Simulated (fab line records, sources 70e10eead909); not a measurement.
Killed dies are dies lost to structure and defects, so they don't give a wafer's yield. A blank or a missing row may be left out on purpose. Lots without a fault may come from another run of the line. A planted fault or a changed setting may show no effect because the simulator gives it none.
Which tool did it? | flow nand_harc | 24 lots, 72 wafers sampled, at 2 steps of a route of 1302

WHAT THE GAUGES READ, wafer by wafer
NHARC_A_CHANNEL_HOLE_D2_CD_MEAS_31.
lot  | measured     | on        | cd_nm (nm)
L074 | day 13 07:16 | cd_sem-02 | 90.6 90.3 90.7
L076 | day 14 02:23 | cd_sem-02 | 90.1 90.9 91.9
L075 | day 14 02:52 | cd_sem-02 | 89.5 89.2 90.3
L077 | day 14 14:10 | cd_sem-02 | 92.0 91.5 91.3
L078 | day 15 04:24 | cd_sem-03 | 89.3 90.3 87.9
L079 | day 15 08:45 | cd_sem-03 | 89.2 88.8 87.7
L080 | day 15 21:57 | cd_sem-02 | 91.6 91.1 91.9
L082 | day 16 05:55 | cd_sem-01 | 90.5 90.9 89.8
L081 | day 16 08:27 | cd_sem-02 | 88.6 89.7 90.8
L083 | day 16 20:32 | cd_sem-03 | 90.6 90.8 90.5
L084 | day 17 15:50 | cd_sem-03 | 89.4 87.8 90.1
L085 | day 17 19:33 | cd_sem-01 | 91.2 90.2 89.9
L086 | day 17 23:43 | cd_sem-01 | 90.1 88.5 88.9
L087 | day 19 08:04 | cd_sem-02 | 89.9 90.6 90.9
L089 | day 19 12:05 | cd_sem-02 | 91.3 92.5 91.8
L088 | day 20 01:25 | cd_sem-02 | 90.1 89.0 89.2
L090 | day 20 09:39 | cd_sem-02 | 88.7 89.4 90.2
L091 | day 20 15:22 | cd_sem-01 | 90.2 89.7 88.9
L093 | day 21 02:00 | cd_sem-02 | 91.1 89.8 91.1
L092 | day 21 04:35 | cd_sem-01 | 89.3 90.5 91.1
L094 | day 21 13:59 | cd_sem-03 | 90.2 90.0 89.8
L095 | day 21 20:47 | cd_sem-01 | 89.7 90.4 90.5
L097 | day 22 23:25 | cd_sem-01 | 90.2 89.5 89.9
L096 | day 24 07:19 | cd_sem-03 | 90.1 89.8 89.7

NHARC_A_CHANNEL_FILL_D2_THK_MEAS_06: measures by ellipsometry.
lot  | measured     | on            | thk_nm (nm)
L074 | day 14 23:16 | film_metro-02 | 5.4 5.0 4.3
L076 | day 15 14:40 | film_metro-01 | 2.7 4.1 6.0
L075 | day 15 14:38 | film_metro-02 | 5.7 5.6 6.4
L077 | day 16 03:22 | film_metro-01 | 5.5 4.3 6.8
L078 | day 16 18:46 | film_metro-01 | 3.6 3.9 5.9
L079 | day 16 23:37 | film_metro-01 | 3.0 5.7 5.4
L080 | day 17 11:52 | film_metro-02 | 6.1 4.5 4.5
L082 | day 17 20:13 | film_metro-01 | 5.1 5.9 5.6
L081 | day 17 20:13 | film_metro-02 | 6.4 3.6 5.1
L083 | day 18 09:35 | film_metro-02 | 3.7 5.7 4.9
L084 | day 19 05:13 | film_metro-01 | 4.3 5.9 4.5
L085 | day 19 09:07 | film_metro-02 | 5.3 4.4 3.7
L086 | day 19 09:07 | film_metro-01 | 6.5 5.9 5.9
L087 | day 20 20:29 | film_metro-02 | 3.9 2.7 5.0
L089 | day 20 23:41 | film_metro-02 | 3.7 3.6 2.5
L088 | day 21 14:22 | film_metro-01 | 5.6 5.0 6.1
L090 | day 22 00:46 | film_metro-02 | 6.1 7.1 4.2
L091 | day 22 00:46 | film_metro-01 | 3.8 5.0 5.7
L093 | day 22 14:57 | film_metro-01 | 4.5 5.7 7.0
L092 | day 22 14:57 | film_metro-02 | 6.1 4.4 3.5
L094 | day 23 03:40 | film_metro-02 | 3.3 6.4 6.5
L095 | day 23 09:39 | film_metro-01 | 3.5 5.7 4.8
L097 | day 24 14:39 | film_metro-02 | 4.2 5.0 6.2
L096 | day 25 19:04 | film_metro-01 | 4.9 4.7 4.7

WHICH TOOL RAN EACH LOT (tool, then ch and the chambers of the sampled wafers, then the start)
The record holds no process step before these readings.

WHAT THE TOOLS THEMSELVES READ (means of the sampled wafers that have a number; where no wafer has one, the mark that the record gives instead)
The record holds no such reading with a usual standard deviation.

THE ANSWER, worked out from the rows above alone
Rule: what is usual is taken from the lots themselves. Put in order of their means at a reading, lots are off if they are a third of the lots or fewer, leave a main group of 4 or more, and stand apart from it by a gap of 3 or more times the standard deviation of the main group's means; of several such gaps the widest counts. A main group whose means are all the same, to the digits that the tables above print for the reading, isn't used. A lot without any number at a reading at which 4 lots or more have one is off too. The other lots that the step has rows for count as sound. The gauges are gone through in route order, then the tools' own readings, and for those a lot's mean is taken as printed above. The first step at which some lot is off is used, and at that step the reading that is off furthest; a lot without a number counts as furthest.
No lot is off at any reading shown: from this, nothing can be told.

WHAT THE SIMULATOR HAD PUT IN
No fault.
